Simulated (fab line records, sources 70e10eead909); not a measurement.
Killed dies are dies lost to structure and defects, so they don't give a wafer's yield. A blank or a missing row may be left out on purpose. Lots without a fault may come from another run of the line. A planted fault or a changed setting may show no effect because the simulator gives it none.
Which tool did it? | flow nand_harc | 11 lots, 33 wafers sampled, at 6 steps of a route of 1159

WHAT THE GAUGES READ, wafer by wafer
NHARC_A_SLIT_CD_MEAS_09: target cd 300 nm. Usual: cd_nm 300.1 nm, standard deviation 0.55.
lot  | measured     | on        | cd_nm (nm)        | flag
L610 | day 15 10:31 | cd_sem-03 | 299.9 299.1 298.5 |
L614 | day 15 16:23 | cd_sem-02 | 300.2 299.9 300.3 |
L615 | day 16 05:54 | cd_sem-02 | 298.9 299.5 300.1 |
L616 | day 16 12:59 | cd_sem-01 | 300.4 300.6 300.0 |
L618 | day 17 16:58 | cd_sem-02 | 300.1 300.7 300.8 |
L622 | day 18 00:26 | cd_sem-02 | 300.3 299.4 299.6 |
L626 | day 18 15:46 | cd_sem-02 | 300.5 300.2 300.9 |
L627 | day 18 21:31 | cd_sem-01 | 299.4 298.8 300.0 |
L628 | day 19 07:16 | cd_sem-01 | 300.2 299.8 300.5 |
L629 | day 19 08:01 | cd_sem-02 | 301.1 301.0 300.6 |
L630 | day 20 09:08 | cd_sem-01 | 299.9 299.2 299.4 |

NHARC_A_SIN_REMOVE_INSPECT_04. Usual: raw_defect_count 291, standard deviation 81.
lot  | measured     | on                | raw_defect_count | flag
L610 | day 15 23:19 | defect_inspect-02 | 203 203 405      |
L614 | day 16 04:04 | defect_inspect-01 | 267 249 249      |
L615 | day 16 17:11 | defect_inspect-01 | 197 246 267      |
L616 | day 17 02:41 | defect_inspect-02 | 200 270 215      |
L618 | day 18 04:28 | defect_inspect-02 | 378 225 270      |
L622 | day 18 12:04 | defect_inspect-01 | 218 190 171      |
L626 | day 19 01:05 | defect_inspect-01 | 230 257 171      |
L627 | day 19 08:47 | defect_inspect-02 | 731 776 699      | OFF
L628 | day 19 19:49 | defect_inspect-02 | 270 242 367      |
L629 | day 19 19:49 | defect_inspect-01 | 636 755 606      | OFF
L630 | day 20 19:50 | defect_inspect-01 | 323 257 419      |

NHARC_END_SORT_01. Usual: killed_at_array 29, standard deviation 9.4; killed_at_other 0.7, standard deviation 1.3; killed_at_periphery 2.9, standard deviation 2.1; killed_dies 32, standard deviation 9; killed_open 3.3, standard deviation 1.8; killed_short 1.9, standard deviation 1.4.
lot  | measured     | on        | killed_at_array | killed_at_other | killed_at_periphery | killed_dies | killed_open | killed_short | flag
L614 | day 21 08:00 | prober-01 | 40 29 30        | 1 1 1           | 1 4 2               | 42 34 33    | 2 1 3       | 1 1 1        |
L616 | day 22 07:00 | prober-01 | 24 24           | 0 0             | 2 2                 | 26 26       | 2 4         | 3 1          |
L627 | day 24 19:19 | prober-02 | 104 102 107     | 0 0 0           | 1 5 3               | 105 107 110 | 4 6 6       | 2 0 0        | OFF
L629 | day 24 11:40 | prober-01 | 89 96 90        | 1 0 1           | 0 6 7               | 90 102 98   | 2 3 5       | 3 4 4        | OFF

WHICH TOOL RAN EACH LOT (tool, then ch and the chambers of the sampled wafers, then the start)
lot  | NHARC_A_SLIT_DESCUM_14             | NHARC_A_SLIT_ETCH_26             | NHARC_A_SLIT_STRIP_18
L610 | rie_diel-07 ch 1,2,3, day 15 10:43 | har_etch-01 ch 0,1, day 15 17:05 | rie_diel-06 ch 2,3, day 15 23:19 or earlier
L614 | rie_diel-02 ch 2,3, day 15 16:35   | har_etch-02 ch 1, day 15 18:50   | rie_diel-06 ch 0,1, day 16 04:04 or earlier
L615 | rie_diel-02 ch 0,1,3, day 16 06:05 | har_etch-01 ch 0,1, day 16 08:22 | rie_diel-02 ch 0,2,3, day 16 17:11 or earlier
L616 | rie_diel-06 ch 0,1,2, day 16 13:11 | har_etch-01 ch 0,1, day 16 17:49 | rie_diel-02 ch 0,3, day 17 02:41 or earlier
L618 | rie_diel-02 ch 1,3, day 17 17:08   | har_etch-02 ch 0,1, day 17 19:36 | rie_diel-02 ch 0,3, day 18 04:28 or earlier
L622 | rie_diel-06 ch 1,2, day 18 00:37   | har_etch-01 ch 0,1, day 18 03:10 | rie_diel-02 ch 1,2, day 18 12:04 or earlier
L626 | rie_diel-02 ch 0,2,3, day 18 15:58 | har_etch-01 ch 0,1, day 18 18:37 | rie_diel-02 ch 2,3, day 19 01:05 or earlier
L627 | rie_diel-07 ch 0,2, day 18 21:43   | har_etch-01 ch 0,1, day 18 23:56 | rie_diel-02 ch 0,3, day 19 08:47 or earlier
L628 | rie_diel-06 ch 1,2, day 19 07:28   | har_etch-02 ch 1, day 19 10:58   | rie_diel-02 ch 0,2,3, day 19 19:49 or earlier
L629 | rie_diel-02 ch 2,3, day 19 08:13   | har_etch-01 ch 0,1, day 19 11:25 | rie_diel-07 ch 1,2, day 19 19:49 or earlier
L630 | rie_diel-02 ch 0,1,2, day 20 09:19 | har_etch-02 ch 0,1, day 20 12:40 | rie_diel-06 ch 1,2,3, day 20 19:50 or earlier
- NHARC_A_SLIT_DESCUM_14: chemistry O2, time 3 s.
- NHARC_A_SLIT_ETCH_26: etches the open film in C4F8/O2/Ar, time 90 s, target depth 400 nm.
- NHARC_A_SLIT_STRIP_18: strips in O2.

WHAT THE TOOLS THEMSELVES READ (means of the sampled wafers that have a number; where no wafer has one, the mark that the record gives instead)
NHARC_A_SLIT_DESCUM_14. Usual: drypump_motor_current_A 5.90 A, standard deviation 0.23; oes_product_au 1.001 a.u., standard deviation 0.0095; rf_vpp_V 57.8 V, standard deviation 0.9; showerhead_plenum_p_Torr 1.93 Torr, standard deviation 0.061; throttle_valve_pct 11.311 %, standard deviation 0.009.
lot  | tool        | drypump_motor_current_A (A) | oes_product_au (a.u.) | rf_vpp_V (V) | showerhead_plenum_p_Torr (Torr) | throttle_valve_pct (%) | flag
L610 | rie_diel-07 | 5.52                        | 0.999                 | 58.4         | 1.99                            | 11.317                 |
L614 | rie_diel-02 | 5.95                        | 0.998                 | 58.8         | 1.90                            | 11.308                 |
L615 | rie_diel-02 | 5.90                        | 0.996                 | 57.4         | 1.90                            | 11.312                 |
L616 | rie_diel-06 | 5.97                        | 1.004                 | 58.3         | 1.91                            | 11.309                 |
L618 | rie_diel-02 | 5.92                        | 1.004                 | 58.2         | 1.85                            | 11.312                 |
L622 | rie_diel-06 | 5.89                        | 1.009                 | 58.1         | 1.92                            | 11.318                 |
L626 | rie_diel-02 | 5.90                        | 1.001                 | 57.4         | 1.94                            | 11.305                 |
L627 | rie_diel-07 | 6.23                        | 0.990                 | 58.1         | 1.94                            | 11.307                 |
L628 | rie_diel-06 | 5.87                        | 0.996                 | 57.4         | 1.92                            | 11.317                 |
L629 | rie_diel-02 | 5.94                        | 1.003                 | 57.6         | 1.89                            | 11.311                 |
L630 | rie_diel-02 | 5.95                        | 0.994                 | 58.0         | 1.95                            | 11.302                 |

NHARC_A_SLIT_ETCH_26. Usual: drypump_motor_current_A 5.7 A, standard deviation 0.51; showerhead_plenum_p_Torr 3.67 Torr, standard deviation 0.1; throttle_valve_pct 27.619 %, standard deviation 0.0095.
lot  | tool        | drypump_motor_current_A (A) | showerhead_plenum_p_Torr (Torr) | throttle_valve_pct (%) | flag
L610 | har_etch-01 | 5.8                         | 3.70                            | 27.609                 |
L614 | har_etch-02 | 5.1                         | 3.56                            | 27.614                 |
L615 | har_etch-01 | 5.8                         | 3.69                            | 27.620                 |
L616 | har_etch-01 | 5.5                         | 3.64                            | 27.616                 |
L618 | har_etch-02 | 5.6                         | 3.62                            | 27.626                 |
L622 | har_etch-01 | 5.8                         | 3.68                            | 27.625                 |
L626 | har_etch-01 | 5.9                         | 3.68                            | 27.618                 |
L627 | har_etch-01 | 5.5                         | 3.63                            | 27.616                 |
L628 | har_etch-02 | 5.2                         | 3.53                            | 27.621                 |
L629 | har_etch-01 | 5.8                         | 3.67                            | 27.622                 |
L630 | har_etch-02 | 5.5                         | 3.61                            | 27.620                 |

NHARC_A_SLIT_STRIP_18. Usual: drypump_motor_current_A 5.9 A, standard deviation 0.31; oes_product_au 1.002 a.u., standard deviation 0.011; rf_vpp_V 57.8 V, standard deviation 0.89; showerhead_plenum_p_Torr 3.56 Torr, standard deviation 0.1; throttle_valve_pct 17.038 %, standard deviation 0.009.
lot  | tool        | drypump_motor_current_A (A) | oes_product_au (a.u.) | rf_vpp_V (V) | showerhead_plenum_p_Torr (Torr) | throttle_valve_pct (%) | flag
L610 | rie_diel-06 | 5.9                         | 1.008                 | 57.3         | 3.51                            | 17.035                 |
L614 | rie_diel-06 | 6.0                         | 1.001                 | 57.6         | 3.52                            | 17.032                 |
L615 | rie_diel-02 | 5.9                         | 0.996                 | 57.3         | 3.58                            | 17.039                 |
L616 | rie_diel-02 | 5.8                         | 1.010                 | 58.0         | 3.56                            | 17.048                 |
L618 | rie_diel-02 | 5.8                         | 0.995                 | 57.8         | 3.55                            | 17.042                 |
L622 | rie_diel-02 | 6.0                         | 1.000                 | 58.2         | 3.62                            | 17.042                 |
L626 | rie_diel-02 | 5.9                         | 1.002                 | 58.2         | 3.60                            | 17.046                 |
L627 | rie_diel-02 | 5.8                         | 1.007                 | 58.0         | 3.55                            | 17.044                 |
L628 | rie_diel-02 | 5.9                         | 1.002                 | 57.5         | 3.57                            | 17.044                 |
L629 | rie_diel-07 | 5.5                         | 0.998                 | 58.7         | 3.69                            | 17.032                 |
L630 | rie_diel-06 | 5.9                         | 1.001                 | 56.6         | 3.50                            | 17.038                 |

THE ANSWER, worked out from the rows above alone
Rule: a lot is off if the mean of its wafers that have a number lies more than 3 standard deviations from the usual mean. A lot without any number at a reading at which 4 lots or more have one is off too. The other lots that the step has rows for count as sound. The gauges are gone through in route order, then the tools' own readings, and for those a lot's mean is taken as printed above. The first step at which some lot is off is used, and at that step the reading that is off furthest; a lot without a number counts as furthest.
Off: L627, L629, at NHARC_A_SIN_REMOVE_INSPECT_04 (raw_defect_count).
A tool fits if, at a process step before that reading, it ran every lot that is off, and no sound lot after the first of them. The gauges at NHARC_A_SIN_REMOVE_INSPECT_04 aren't tried: what is off there is off at NHARC_END_SORT_01 too, on other tools, and a gauge's error can't cause that. NHARC_A_SLIT_STRIP_18 gives no start for some lots, so the hours and the order of its lots are those of NHARC_A_SIN_REMOVE_INSPECT_04. One fits: har_etch-01 at NHARC_A_SLIT_ETCH_26. Its last sound lot is L626 (day 18 18:37), its first lot that is off L627 (day 18 23:56): a fault that began between those two fits.

WHAT THE SIMULATOR HAD PUT IN
Chamber particle source: har_etch-01, from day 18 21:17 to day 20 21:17, at NHARC_A_SLIT_ETCH_26. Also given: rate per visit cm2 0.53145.
Lots struck among those shown: L627, L629. The rule above found the same.
